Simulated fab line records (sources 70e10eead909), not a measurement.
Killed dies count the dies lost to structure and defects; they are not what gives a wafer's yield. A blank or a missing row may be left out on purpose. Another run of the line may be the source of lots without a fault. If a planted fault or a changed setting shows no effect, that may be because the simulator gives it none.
fab line records    flow nandHarc
record lots=24  wafers=72  lastDay=24
route steps=1159 shown P_STI@92 P_GATE@202 P_CONTACT@247 P_M0@266
lots that met no fault: from a run of the same line without faults
startH: the number of hours between the record's first day and the start of the first shown wafer of the lot    waitH: hours from the lot's prior step to this one    " unchanged from the row above    L1.1+2: several wafers, shown together as one row    - no value present, or no start provided    * or withheld: withheld    < > ~ a bound
route shown NAME@n: a module of which the file shows steps, and the number in the route of the first    usual: mean and standard deviation over wafers with no fault    same: alike in all rows    chamber/n: place in a boat    sites: each site's reading    _std_site: how widely they spread, as a standard deviation    _edge_site: outer sites' mean less inner sites'    radiusMm: how far each site lies from the wafer's centre    mask NAME#n: copy n    behind: the tool/chamber that last shaped the wafer    hold: why the lot was held/for how many hours/how that ended    device: which transistor (n, p or np) failed to switch    end of line: the tests these same wafers got at the end of their route    a step without rows: its recipe alone    killed: at the first sort, the dies lost to defects and structure; wafer yield is something else    map: shows each die of a wafer: x if killed, . if not, _ if none is there
set.NAME: the setting that was run; set.NAME@STEP: the one run at that earlier step    model.NAME: the simulator's own value behind a step, which no gauge read
one table for each step of the route and one row for each wafer, over a sample of lots
services: from which hour (startH, from the record's first day; less than 0 if before it) a tool's chamber was out of use, for how many hours, and why
## steps
# step NHARC_P_STI_OCD_MEAS_17
# usual trenchDepthNm=299/7.7  trenchFootCdNm=160/3.3
lot.wafer  tool    chamber  startH  waitH  trenchDepthNm  trenchFootCdNm
L074.1     ocd-01  -        38.20   0.1    297            159
L074.2     "       -        "       "      307            155
L074.3     "       -        "       "      308            161
L075.1     ocd-02  -        38.37   0.1    309            160
L075.2     "       -        "       "      303            158
L075.4     "       -        "       "      297            162
L077.3     ocd-01  -        51.05   0.1    288            162
L077.4     "       -        "       "      299            158
L077.6     "       -        "       "      286            158
L076.1     ocd-02  -        51.17   0.1    301            164
L076.3     "       -        "       "      295            169
L076.6     "       -        "       "      304            163
L078.2     ocd-01  -        62.04   0.1    295            156
L078.3     "       -        "       "      283            163
L078.6     "       -        "       "      293            160
L079.2     ocd-02  -        62.23   0.1    294            159
L079.4     "       -        "       "      294            164
L079.6     "       -        "       "      310            160
L080.1     ocd-02  -        71.76   0.1    293            159
L080.4     "       -        "       "      298            158
L080.6     "       -        "       "      312            158
L081.1     ocd-01  -        78.09   0.1    296            165
L081.4     "       -        "       "      309            163
L081.5     "       -        "       "      310            155
L082.1     ocd-01  -        83.73   0.1    306            155
L082.4     "       -        "       "      302            155
L082.5     "       -        "       "      305            157
L083.1     ocd-01  -        92.23   0.1    304            157
L083.3     "       -        "       "      312            158
L083.6     "       -        "       "      314            154
L084.1     ocd-02  -        92.41   0.1    293            155
L084.3     "       -        "       "      292            160
L084.6     "       -        "       "      290            162
L085.1     ocd-01  -        102.99  0.1    299            158
L085.3     "       -        "       "      301            158
L085.4     "       -        "       "      312            157
L086.1     ocd-01  -        109.41  0.1    294            164
L086.2     "       -        "       "      283            165
L086.3     "       -        "       "      305            161
L087.4     ocd-01  -        114.99  0.1    286            161
L087.5     "       -        "       "      286            156
L087.6     "       -        "       "      298            154
L088.1     ocd-02  -        121.37  0.1    314            160
L088.2     "       -        "       "      306            156
L088.5     "       -        "       "      303            159
L089.2     ocd-02  -        127.30  0.1    297            159
L089.3     "       -        "       "      291            158
L089.6     "       -        "       "      289            157
L090.1     ocd-01  -        132.05  0.1    291            163
L090.2     "       -        "       "      289            161
L090.5     "       -        "       "      291            159
L091.2     ocd-02  -        140.41  0.1    291            156
L091.4     "       -        "       "      299            160
L091.6     "       -        "       "      292            166
L092.1     ocd-01  -        140.49  0.1    297            159
L092.2     "       -        "       "      305            160
L092.3     "       -        "       "      290            161
L093.2     ocd-02  -        149.90  0.1    299            165
L093.5     "       -        "       "      305            165
L093.6     "       -        "       "      298            166
L094.4     ocd-02  -        158.56  0.1    301            160
L094.5     "       -        "       "      303            161
L094.6     "       -        "       "      298            161
L095.1     ocd-02  -        164.18  0.1    296            158
L095.2     "       -        "       "      281            166
L095.5     "       -        "       "      288            165
L096.4     ocd-02  -        170.51  0.1    290            161
L096.5     "       -        "       "      295            161
L096.6     "       -        "       "      292            159
L097.1     ocd-01  -        170.65  0.1    299            163
L097.4     "       -        "       "      304            165
L097.6     "       -        "       "      306            162
# step NHARC_P_GATE_DESCUM_93
# recipe timeS=3  o2FlowSccm=200  arFlowSccm=0  biasPowerW=0  chemistry=O2
# usual drypumpMotorCurrentA=5.7/0.44  mfcArSccm=0.011/0.014  oesProductAu=1.007/0.014  rfVppV=57.7/1  showerheadPlenumPTorr=1.89/0.1  throttleValvePct=11.311/0.0082
# same biasPowerW=0
lot.wafer  tool        chamber  startH  waitH  drypumpMotorCurrentA  mfcArSccm  oesProductAu  rfHoursCounterH  rfVppV  showerheadPlenumPTorr  throttleValvePct
L074.1     rieDiel-10  2        103.94  -      6.0                   0.013      0.995         21               57.2    2.04                   11.306
L074.2     "           0        "       "      5.7                   0.010      1.010         21               57.1    1.90                   11.299
L074.3     "           1        "       "      5.3                   0          1.018         16               56.7    1.79                   11.315
L075.4     rieDiel-10  2        104.28  -      6.0                   0.013      0.994         21               56.3    2.04                   11.312
L075.2     "           3        "       "      5.2                   0.042      0.999         16               57.7    1.88                   11.305
L075.1     "           1        "       "      5.3                   0          1.010         16               56.7    1.79                   11.295
L076.3     rieDiel-03  2        116.14  -      5.5                   0.026      1.015         23               59.2    2.07                   11.320
L076.1     "           0        "       "      5.7                   0          1.006         25               59.9    2.07                   11.322
L076.6     "           2        "       "      5.5                   0.026      1.019         -                57.5    2.07                   11.306
L077.3     rieDiel-10  2        118.92  -      6.1                   0.013      1.011         23               59.5    2.04                   11.301
L077.4     "           3        "       "      5.2                   0.042      1.006         19               57.0    1.88                   11.311
L077.6     "           2        "       "      6.0                   0.013      1.003         -                58.0    2.04                   11.308
L079.2     rieDiel-10  0        131.46  -      5.7                   0.010      1.014         26               55.7    1.90                   11.305
L079.6     "           1        "       "      5.3                   0          1.019         -                58.9    1.78                   11.308
L079.4     "           0        "       "      5.7                   0.010      1.001         -                56.7    1.90                   11.316
L078.2     rieDiel-10  1        132.07  -      5.3                   0          1.018         20               58.7    1.78                   11.314
L078.3     "           2        "       "      6.1                   0.013      1.005         25               59.1    2.04                   11.307
L078.6     "           0        "       "      5.7                   0.010      1.014         -                57.3    1.90                   11.321
L080.4     rieDiel-10  0        145.03  -      5.7                   0.010      1.009         29               57.5    1.90                   11.311
L080.1     "           1        "       "      5.3                   0          1.011         23               58.3    1.78                   11.304
L080.6     "           1        "       "      5.3                   0          1.007         -                57.9    1.78                   11.311
L081.4     rieDiel-11  1        145.37  -      5.5                   0          0.989         39               57.2    1.81                   11.315
L081.1     "           3        "       "      5.3                   0          1.000         42               59.8    1.82                   11.307
L081.5     "           1        "       "      5.5                   0          1.002         -                56.8    1.81                   11.306
L084.3     rieDiel-10  3        157.32  -      5.2                   0.042      1.004         23               56.9    1.88                   11.308
L084.1     "           1        "       "      5.3                   0          1.013         26               57.1    1.78                   11.317
L084.6     "           3        "       "      5.2                   0.042      1.013         -                58.3    1.88                   11.316
L083.3     rieDiel-10  1        157.50  -      5.3                   0          1.030         26               56.2    1.78                   11.315
L083.1     "           2        "       "      6.1                   0.013      1.010         32               57.9    2.04                   11.309
L083.6     "           2        "       "      6.0                   0.013      1.024         -                57.2    2.04                   11.310
L082.1     rieDiel-10  3        158.62  -      5.2                   0.042      0.998         23               58.0    1.88                   11.322
L082.4     "           0        "       "      5.7                   0.010      1.019         32               58.3    1.90                   11.323
L082.5     "           2        "       "      6.0                   0.013      1.011         -                57.8    2.04                   11.316
L087.4     rieDiel-03  2        182.81  -      5.5                   0.026      0.989         46               58.9    2.06                   11.298
L087.5     "           3        "       "      5.6                   0          0.988         -                57.3    1.80                   11.329
L087.6     "           0        "       "      5.7                   0          1.002         -                57.9    2.06                   11.306
L088.2     rieDiel-03  3        184.42  -      5.5                   0          0.990         46               57.7    1.80                   11.314
L088.1     "           2        "       "      5.5                   0.026      0.989         46               59.3    2.06                   11.313
L088.5     "           0        "       "      5.7                   0          1.013         -                58.1    2.06                   11.321
L085.3     rieDiel-10  0        185.58  -      5.7                   0.010      0.997         0                57.2    1.90                   11.301
L085.1     "           2        "       "      6.0                   0.013      1.002         0                56.4    2.04                   11.302
L085.4     "           3        "       "      5.2                   0.042      1.015         0                57.9    1.88                   11.309
L086.2     rieDiel-11  3        190.00  -      5.3                   0          0.991         59               58.3    1.82                   11.305
L086.1     "           0        "       "      6.8                   0          0.999         56               56.9    1.77                   11.304
L086.3     "           1        "       "      5.4                   0          1.002         57               58.5    1.80                   11.299
L089.3     rieDiel-10  0        196.98  -      5.7                   0.010      1.001         3                58.3    1.89                   11.322
L089.2     "           1        "       "      5.3                   0          1.034         3                57.4    1.78                   11.303
L089.6     "           0        "       "      5.7                   0.010      1.004         -                55.9    1.90                   11.320
L090.1     rieDiel-10  2        201.61  -      6.1                   0.013      1.008         5                60.9    2.03                   11.306
L090.2     "           3        "       "      5.2                   0.042      1.020         5                57.8    1.88                   11.303
L090.5     "           2        "       "      6.1                   0.013      0.997         -                58.7    2.03                   11.318
L092.1     rieDiel-10  0        205.87  -      5.7                   0.010      1.004         6                56.7    1.89                   11.322
L092.2     "           2        "       "      6.0                   0.013      1.004         7                58.3    2.03                   11.323
L092.3     "           3        "       "      5.2                   0.042      1.014         7                57.2    1.88                   11.314
L091.2     rieDiel-11  1        206.19  -      5.5                   0          0.996         2                57.2    1.80                   11.308
L091.4     "           3        "       "      5.3                   0          0.982         2                58.1    1.82                   11.313
L091.6     "           1        "       "      5.5                   0          0.997         -                57.6    1.80                   11.315
L093.2     rieDiel-11  3        215.48  -      5.3                   0          0.965         4                57.8    1.82                   11.316
L093.5     "           3        "       "      5.4                   0          0.972         -                58.0    1.82                   11.305
L093.6     "           0        "       "      6.9                   0          0.975         -                59.9    2.07                   11.305
L094.4     rieDiel-10  3        222.50  -      5.2                   0.042      1.026         9                58.3    1.87                   11.297
L094.6     "           2        "       "      6.1                   0.013      1.002         -                58.6    2.03                   11.309
L094.5     "           3        "       "      5.2                   0.042      1.028         -                57.8    1.87                   11.319
L096.5     rieDiel-10  1        233.34  -      5.3                   0          1.026         -                57.7    1.78                   11.320
L096.6     "           3        "       "      5.2                   0.042      1.024         -                57.9    1.87                   11.321
L096.4     "           0        "       "      5.7                   0.010      1.010         -                57.1    1.89                   11.308
L095.1     rieDiel-10  1        233.75  -      5.3                   0          1.025         11               57.3    1.78                   11.309
L095.2     "           0        "       "      5.8                   0.010      1.001         11               56.3    1.89                   11.316
L095.5     "           1        "       "      5.3                   0          1.027         -                55.5    1.78                   11.318
L097.4     rieDiel-11  1        237.98  -      5.4                   0          0.974         15               58.1    1.80                   11.301
L097.1     "           3        "       "      5.3                   0          0.971         15               57.3    1.81                   11.301
L097.6     "           1        "       "      5.5                   0          0.980         -                55.8    1.80                   11.310
# step NHARC_P_CONTACT_ALD_22
# recipe targetThkA=30  pulseTimeS=1  aldCycles=150  tempC=450  material=TiN
# usual heaterPowerW=1076/98  precursorPulseHeightRel=1.000/0.02
# same pulseTimeS=1
lot.wafer  tool         chamber  startH  waitH  heaterPowerW  precursorPulseHeightRel
L074.2     aldMetal-04  1        110.69  -      1017          1.031
L074.3     "            2        "       "      1106          1.045
L074.1     "            3        "       "      1053          0.992
L075.4     aldMetal-04  1        111.89  -      1039          1.007
L075.2     "            2        "       "      1079          0.993
L075.1     "            0        "       "      1205          0.980
L076.1     aldMetal-04  1        122.64  -      1061          0.990
L076.3     "            2        "       "      1071          0.990
L076.6     "            3        "       "      1053          1.014
L077.4     aldMetal-04  0        125.65  -      1194          0.999
L077.3     "            1        "       "      1058          1.007
L077.6     "            1        "       "      1061          0.978
L079.4     aldMetal-04  1        138.04  -      1033          1.019
L079.2     "            3        "       "      1057          1.007
L079.6     "            1        "       "      1044          1.020
L078.2     aldMetal-01  0        138.77  -      992           0.990
L078.3     "            1        "       "      1008          0.972
L078.6     "            0        "       "      980           1.001
L080.1     aldMetal-01  3        151.61  -      889           0.981
L080.6     "            2        "       "      1243          0.982
L080.4     "            1        "       "      1021          1.034
L081.4     aldMetal-04  2        151.80  -      1054          1.021
L081.1     "            1        "       "      1054          0.976
L081.5     "            2        "       "      1052          1.033
L084.1     aldMetal-04  3        163.89  -      1039          0.965
L084.3     "            1        "       "      1076          0.993
L084.6     "            3        "       "      1061          0.947
L083.3     aldMetal-04  2        164.31  -      1110          0.996
L083.1     "            1        "       "      1038          1.015
L083.6     "            2        "       "      1079          1.014
L082.4     aldMetal-03  3        165.19  -      976           0.989
L082.1     "            1        "       "      1130          1.013
L082.5     "            3        "       "      979           0.999
L087.4     aldMetal-03  2        189.40  -      1055          1.017
L087.6     "            0        "       "      1127          0.975
L087.5     "            1        "       "      1132          0.992
L088.2     aldMetal-04  2        191.34  -      1068          1.005
L088.1     "            3        "       "      1039          1.016
L088.5     "            0        "       "      1213          1.002
L085.3     aldMetal-03  2        192.34  -      1052          1.030
L085.1     "            3        "       "      992           0.996
L085.4     "            0        "       "      1112          1.004
L086.3     aldMetal-01  2        196.76  -      1210          1.049
L086.1     "            3        "       "      897           1.017
L086.2     "            0        "       "      1008          0.968
L089.2     aldMetal-03  3        203.73  -      1002          1.007
L089.3     "            2        "       "      1018          1.000
L089.6     "            3        "       "      999           0.971
L090.1     aldMetal-01  2        208.44  -      1248          1.027
L090.2     "            3        "       "      907           1.004
L090.5     "            1        "       "      1015          1.025
L092.3     aldMetal-04  0        212.54  -      1226          1.004
L092.2     "            1        "       "      1070          0.978
L092.1     "            2        "       "      1084          1.009
L091.4     aldMetal-01  2        213.35  -      1261          0.967
L091.2     "            1        "       "      985           0.995
L091.6     "            2        "       "      1262          0.970
L093.2     aldMetal-03  3        222.80  -      989           0.977
L093.5     "            1        "       "      1141          1.008
L093.6     "            2        "       "      1049          1.002
L094.6     aldMetal-01  3        229.43  -      896           1.012
L094.4     "            0        "       "      986           1.007
L094.5     "            2        "       "      1213          0.960
L096.4     aldMetal-04  3        239.93  -      996           1.001
L096.5     "            2        "       "      1079          0.996
L096.6     "            3        "       "      1004          1.020
L095.2     aldMetal-01  2        240.78  -      1265          0.986
L095.1     "            0        "       "      994           1.031
L095.5     "            2        "       "      1257          0.992
L097.1     aldMetal-03  3        244.53  -      985           1.003
L097.4     "            0        "       "      1146          1.005
L097.6     "            0        "       "      1127          1.035
# step NHARC_P_CONTACT_INSPECT_27
# usual rawDefectCount=297/130
lot.wafer  tool              chamber  startH  waitH  rawDefectCount
L074.1     defectInspect-01  -        111.96  0.1    189
L074.2     "                 -        "       "      263
L074.3     "                 -        "       "      294
L075.1     defectInspect-01  -        115.73  0.1    292
L075.2     "                 -        "       "      158
L075.4     "                 -        "       "      391
L076.1     defectInspect-01  -        125.69  0.1    271
L076.3     "                 -        "       "      644
L076.6     "                 -        "       "      487
L077.3     defectInspect-02  -        129.43  0.1    368
L077.4     "                 -        "       "      196
L077.6     "                 -        "       "      179
L079.2     defectInspect-01  -        142.70  0.1    538
L079.4     "                 -        "       "      373
L079.6     "                 -        "       "      275
L078.2     defectInspect-01  -        143.23  0.1    95
L078.3     "                 -        "       "      156
L078.6     "                 -        "       "      109
L080.1     defectInspect-01  -        156.34  0.1    185
L080.4     "                 -        "       "      315
L080.6     "                 -        "       "      197
L081.1     defectInspect-02  -        156.90  0.1    826
L081.4     "                 -        "       "      298
L081.5     "                 -        "       "      341
L084.1     defectInspect-02  -        165.61  0.1    206
L084.3     "                 -        "       "      247
L084.6     "                 -        "       "      260
L083.1     defectInspect-01  -        169.01  0.1    354
L083.3     "                 -        "       "      450
L083.6     "                 -        "       "      487
L082.1     defectInspect-01  -        170.27  0.1    152
L082.4     "                 -        "       "      143
L082.5     "                 -        "       "      330
L087.4     defectInspect-02  -        194.60  0.1    272
L087.5     "                 -        "       "      539
L087.6     "                 -        "       "      557
L088.1     defectInspect-01  -        200.84  0.1    271
L088.2     "                 -        "       "      320
L088.5     "                 -        "       "      244
L085.1     defectInspect-01  -        201.43  0.1    271
L085.3     "                 -        "       "      431
L085.4     "                 -        "       "      437
L086.1     defectInspect-01  -        202.34  0.1    398
L086.2     "                 -        "       "      271
L086.3     "                 -        "       "      296
L089.2     defectInspect-02  -        204.98  0.1    143
L089.3     "                 -        "       "      211
L089.6     "                 -        "       "      128
L090.1     defectInspect-01  -        211.75  0.1    331
L090.2     "                 -        "       "      326
L090.5     "                 -        "       "      359
L092.1     defectInspect-02  -        213.77  0.1    528
L092.2     "                 -        "       "      384
L092.3     "                 -        "       "      311
L091.2     defectInspect-01  -        214.61  0.1    260
L091.4     "                 -        "       "      164
L091.6     "                 -        "       "      198
L093.2     defectInspect-01  -        226.24  0.1    211
L093.5     "                 -        "       "      213
L093.6     "                 -        "       "      226
L094.4     defectInspect-01  -        232.26  0.1    196
L094.5     "                 -        "       "      406
L094.6     "                 -        "       "      490
L096.4     defectInspect-01  -        241.18  0.1    163
L096.5     "                 -        "       "      151
L096.6     "                 -        "       "      135
L095.1     defectInspect-02  -        242.14  0.1    319
L095.2     "                 -        "       "      624
L095.5     "                 -        "       "      257
L097.1     defectInspect-02  -        245.77  0.1    316
L097.4     "                 -        "       "      288
L097.6     "                 -        "       "      264
# step NHARC_P_M0_DESCUM_14
# recipe timeS=3  o2FlowSccm=200  arFlowSccm=0  biasPowerW=0  chemistry=O2
# usual drypumpMotorCurrentA=5.8/0.55  mfcArSccm=0.004/0.005  oesProductAu=0.999/0.011  rfVppV=57.6/0.81  showerheadPlenumPTorr=1.86/0.065  throttleValvePct=11.311/0.009
# same biasPowerW=0
lot.wafer  tool        chamber  startH  waitH  drypumpMotorCurrentA  mfcArSccm  oesProductAu  rfHoursCounterH  rfVppV  showerheadPlenumPTorr  throttleValvePct
L074.1     rieDiel-09  1        113.13  0.1    6.7                   0          0.999         2                58.6    1.80                   11.316
L074.3     "           2        "       "      6.5                   0.002      0.976         2                56.5    1.85                   11.314
L074.2     "           0        "       "      5.7                   0.005      1.014         2                57.4    1.86                   11.308
L075.4     rieDiel-09  3        116.85  0.1    5.2                   0.015      1.002         2                57.5    1.80                   11.308
L075.1     "           1        "       "      6.7                   0          0.990         2                55.4    1.80                   11.324
L075.2     "           2        "       "      6.5                   0.002      0.981         2                57.6    1.85                   11.310
L076.1     rieDiel-09  3        126.78  0.1    5.2                   0.015      1.004         2                56.7    1.79                   11.306
L076.3     "           0        "       "      5.7                   0.005      1.019         2                58.4    1.87                   11.300
L076.6     "           0        "       "      5.7                   0.005      1.020         -                56.6    1.86                   11.308
L077.3     rieDiel-01  0        130.40  0.1    5.2                   0          0.984         10               57.7    1.81                   11.307
L077.4     "           3        "       "      5.4                   0          1.000         -                57.6    1.92                   11.321
L077.6     "           1        "       "      5.6                   0.003      1.013         -                58.0    1.82                   11.310
L079.4     rieDiel-05  3        143.68  0.1    6.1                   0          1.004         11               56.2    1.87                   11.296
L079.2     "           0        "       "      5.2                   0          0.997         10               56.9    2.02                   11.306
L079.6     "           1        "       "      5.5                   0.002      1.001         -                57.0    1.86                   11.291
L078.2     rieDiel-05  3        144.33  0.1    6.0                   0          1.002         11               57.2    1.87                   11.322
L078.3     "           2        "       "      6.2                   0.013      1.014         10               58.7    1.89                   11.315
L078.6     "           3        "       "      6.1                   0          1.005         -                57.2    1.87                   11.309
L080.1     rieDiel-09  0        157.43  0.1    5.7                   0.005      0.998         3                57.9    1.86                   11.305
L080.4     "           2        "       "      6.5                   0.002      0.979         3                58.5    1.85                   11.315
L080.6     "           0        "       "      5.7                   0.005      1.005         -                58.2    1.86                   11.304
L081.4     rieDiel-05  2        158.00  0.1    6.3                   0.013      1.002         11               58.1    1.89                   11.318
L081.1     "           3        "       "      6.1                   0          1.005         13               58.3    1.87                   11.327
L081.5     "           2        "       "      6.3                   0.013      0.990         -                57.6    1.89                   11.325
L084.1     rieDiel-01  0        166.71  0.1    5.2                   0          1.017         1                57.5    1.81                   11.303
L084.3     "           2        "       "      6.2                   0          1.016         1                57.1    1.98                   11.304
L084.6     "           0        "       "      5.2                   0          1.006         -                56.9    1.81                   11.315
L083.1     rieDiel-01  2        170.11  0.1    6.2                   0          0.990         2                58.2    1.98                   11.320
L083.3     "           0        "       "      5.2                   0          0.999         2                57.6    1.81                   11.320
L083.6     "           1        "       "      5.6                   0.003      1.000         -                56.8    1.82                   11.303
L082.1     rieDiel-01  1        171.39  0.1    5.6                   0.003      0.997         1                57.4    1.82                   11.314
L082.4     "           3        "       "      5.4                   0          1.001         2                58.4    1.91                   11.299
L082.5     "           1        "       "      5.7                   0.003      0.997         -                57.1    1.82                   11.311
L087.4     rieDiel-09  0        195.70  0.1    5.7                   0.005      0.997         5                57.8    1.86                   11.300
L087.6     "           1        "       "      6.7                   0          0.981         -                58.4    1.80                   11.304
L087.5     "           2        "       "      6.5                   0.002      0.986         -                57.3    1.84                   11.306
L088.2     rieDiel-09  1        201.97  0.1    6.7                   0          0.990         4                57.6    1.80                   11.312
L088.1     "           3        "       "      5.2                   0.015      0.999         5                58.6    1.79                   11.303
L088.5     "           1        "       "      6.7                   0          0.984         -                56.9    1.80                   11.305
L085.4     rieDiel-05  0        202.52  0.1    5.3                   0          1.006         1                57.7    2.02                   11.323
L085.1     "           2        "       "      6.2                   0.013      1.000         1                57.5    1.89                   11.324
L085.3     "           3        "       "      6.1                   0          0.994         1                57.3    1.87                   11.316
L086.1     rieDiel-01  3        203.30  0.1    5.3                   0          1.007         3                56.5    1.91                   11.307
L086.2     "           1        "       "      5.6                   0.003      1.009         2                56.8    1.82                   11.316
L086.3     "           2        "       "      6.2                   0          1.001         3                57.4    1.98                   11.327
L089.2     rieDiel-01  3        206.08  0.1    5.4                   0          1.008         4                58.5    1.91                   11.322
L089.3     "           0        "       "      5.2                   0          1.011         4                56.7    1.81                   11.313
L089.6     "           3        "       "      5.3                   0          1.004         -                57.6    1.91                   11.303
L090.2     rieDiel-05  1        212.84  0.1    5.5                   0.002      0.995         2                57.8    1.86                   11.316
L090.1     "           3        "       "      6.1                   0          0.986         2                58.4    1.87                   11.305
L090.5     "           0        "       "      5.2                   0          1.001         -                57.1    2.02                   11.293
L092.3     rieDiel-05  3        214.86  0.1    6.1                   0          0.990         2                58.0    1.87                   11.310
L092.1     "           1        "       "      5.5                   0.002      0.987         2                58.1    1.86                   11.311
L092.2     "           2        "       "      6.2                   0.013      0.991         2                58.5    1.89                   11.305
L091.4     rieDiel-09  1        215.69  0.1    6.7                   0          1.004         6                56.3    1.80                   11.305
L091.2     "           0        "       "      5.7                   0.005      0.997         7                58.8    1.86                   11.300
L091.6     "           1        "       "      6.7                   0          0.995         -                58.2    1.80                   11.302
L093.2     rieDiel-01  1        227.31  0.1    5.6                   0.003      1.004         5                57.9    1.82                   11.319
L093.6     "           3        "       "      5.4                   0          0.997         -                58.0    1.91                   11.303
L093.5     "           0        "       "      5.2                   0          1.007         -                57.4    1.81                   11.308
L094.4     rieDiel-09  0        233.38  0.1    5.7                   0.005      0.992         8                57.0    1.86                   11.326
L094.6     "           1        "       "      6.7                   0          1.001         -                57.0    1.80                   11.311
L094.5     "           2        "       "      6.5                   0.002      0.984         -                57.1    1.84                   11.314
L096.4     rieDiel-09  0        242.15  0.1    5.7                   0.005      1.014         8                57.8    1.86                   11.306
L096.6     "           2        "       "      6.5                   0.002      0.998         -                58.0    1.84                   11.321
L096.5     "           3        "       "      5.2                   0.015      1.006         -                56.5    1.79                   11.298
L095.1     rieDiel-09  0        243.12  0.1    5.7                   0.005      0.990         8                58.4    1.86                   11.317
L095.2     "           1        "       "      6.7                   0          1.003         7                56.0    1.80                   11.331
L095.5     "           3        "       "      5.2                   0.015      1.014         -                56.4    1.79                   11.307
L097.1     rieDiel-09  3        246.73  0.1    5.2                   0.015      1.012         9                58.1    1.79                   11.316
L097.4     "           2        "       "      6.5                   0.002      0.991         8                58.1    1.84                   11.310
L097.6     "           0        "       "      5.7                   0.005      1.005         -                57.5    1.86                   11.318
# step NHARC_P_M0_CD_MEAS_16
# usual cdNm=90.0/1
lot.wafer  tool      chamber  startH  waitH  cdNm
L074.1     cdSem-03  -        113.43  -      89.0
L074.2     "         -        "       "      90.3
L074.3     "         -        "       "      89.8
L075.1     cdSem-02  -        117.14  -      91.0
L075.2     "         -        "       "      90.9
L075.4     "         -        "       "      89.4
L076.1     cdSem-03  -        127.08  -      91.2
L076.3     "         -        "       "      90.7
L076.6     "         -        "       "      89.7
L077.3     cdSem-03  -        130.73  -      88.7
L077.4     "         -        "       "      87.5
L077.6     "         -        "       "      90.5
L079.2     cdSem-02  -        143.97  -      89.4
L079.4     "         -        "       "      88.8
L079.6     "         -        "       "      88.9
L078.2     cdSem-02  -        144.68  -      89.6
L078.3     "         -        "       "      88.6
L078.6     "         -        "       "      88.6
L080.1     cdSem-02  -        157.73  -      90.9
L080.4     "         -        "       "      90.0
L080.6     "         -        "       "      88.8
L081.1     cdSem-02  -        158.29  -      88.5
L081.4     "         -        "       "      89.2
L081.5     "         -        "       "      89.6
L084.1     cdSem-02  -        167.00  -      90.1
L084.3     "         -        "       "      92.2
L084.6     "         -        "       "      90.4
L083.1     cdSem-03  -        170.41  -      91.5
L083.3     "         -        "       "      89.0
L083.6     "         -        "       "      91.7
L082.1     cdSem-02  -        171.68  -      91.7
L082.4     "         -        "       "      90.1
L082.5     "         -        "       "      91.5
L087.4     cdSem-03  -        195.99  -      90.8
L087.5     "         -        "       "      90.3
L087.6     "         -        "       "      89.4
L088.1     cdSem-02  -        202.26  -      88.7
L088.2     "         -        "       "      90.5
L088.5     "         -        "       "      88.9
L085.1     cdSem-03  -        202.82  -      88.3
L085.3     "         -        "       "      90.1
L085.4     "         -        "       "      89.0
L086.1     cdSem-03  -        203.60  -      88.9
L086.2     "         -        "       "      89.7
L086.3     "         -        "       "      88.7
L089.2     cdSem-03  -        206.38  -      91.5
L089.3     "         -        "       "      91.1
L089.6     "         -        "       "      91.5
L090.1     cdSem-03  -        213.14  -      90.0
L090.2     "         -        "       "      90.4
L090.5     "         -        "       "      91.2
L092.1     cdSem-03  -        215.16  -      87.4
L092.2     "         -        "       "      89.6
L092.3     "         -        "       "      90.2
L091.2     cdSem-02  -        216.00  -      89.5
L091.4     "         -        "       "      90.0
L091.6     "         -        "       "      89.9
L093.2     cdSem-03  -        227.59  -      91.2
L093.5     "         -        "       "      89.0
L093.6     "         -        "       "      88.0
L094.4     cdSem-03  -        233.66  -      91.0
L094.5     "         -        "       "      90.4
L094.6     "         -        "       "      90.7
L096.4     cdSem-03  -        242.44  -      91.9
L096.5     "         -        "       "      90.5
L096.6     "         -        "       "      90.6
L095.1     cdSem-02  -        243.40  -      90.7
L095.2     "         -        "       "      90.8
L095.5     "         -        "       "      90.2
L097.1     cdSem-02  -        247.08  -      89.7
L097.4     "         -        "       "      89.6
L097.6     "         -        "       "      89.4
## services
tool         chamber  startH  hours  kind
aldMetal-01  3        83.37   3.1    repair
rieDiel-11   1        86.85   8.8    repair
aldMetal-01  -        94.74   4.4    repair
rieDiel-10   0        94.85   4.2    repair
rieDiel-05   0        96.03   2.9    repair
aldMetal-01  -        102.00  10.0   pm
rieDiel-10   -        117.58  0.2    repair
rieDiel-10   3        127.17  16.4   repair
rieDiel-01   2        129.31  4.3    repair
aldMetal-03  -        135.73  0.4    repair
rieDiel-09   -        137.06  8.3    repair
rieDiel-01   -        137.82  9.0    pm
aldMetal-03  0        138.56  16.5   repair
aldMetal-03  -        144.00  10.0   pm
aldMetal-01  0        148.92  7.3    repair
aldMetal-04  2        160.70  3.0    repair
rieDiel-05   -        163.60  9.0    pm
rieDiel-10   2        163.75  5.6    repair
rieDiel-10   1        164.87  9.6    repair
rieDiel-10   -        176.50  9.0    pm
aldMetal-01  1        223.64  38.4   repair
rieDiel-10   2        225.95  9.4    repair
aldMetal-04  -        228.00  10.0   pm
aldMetal-01  3        239.09  8.5    repair
## key
fault none
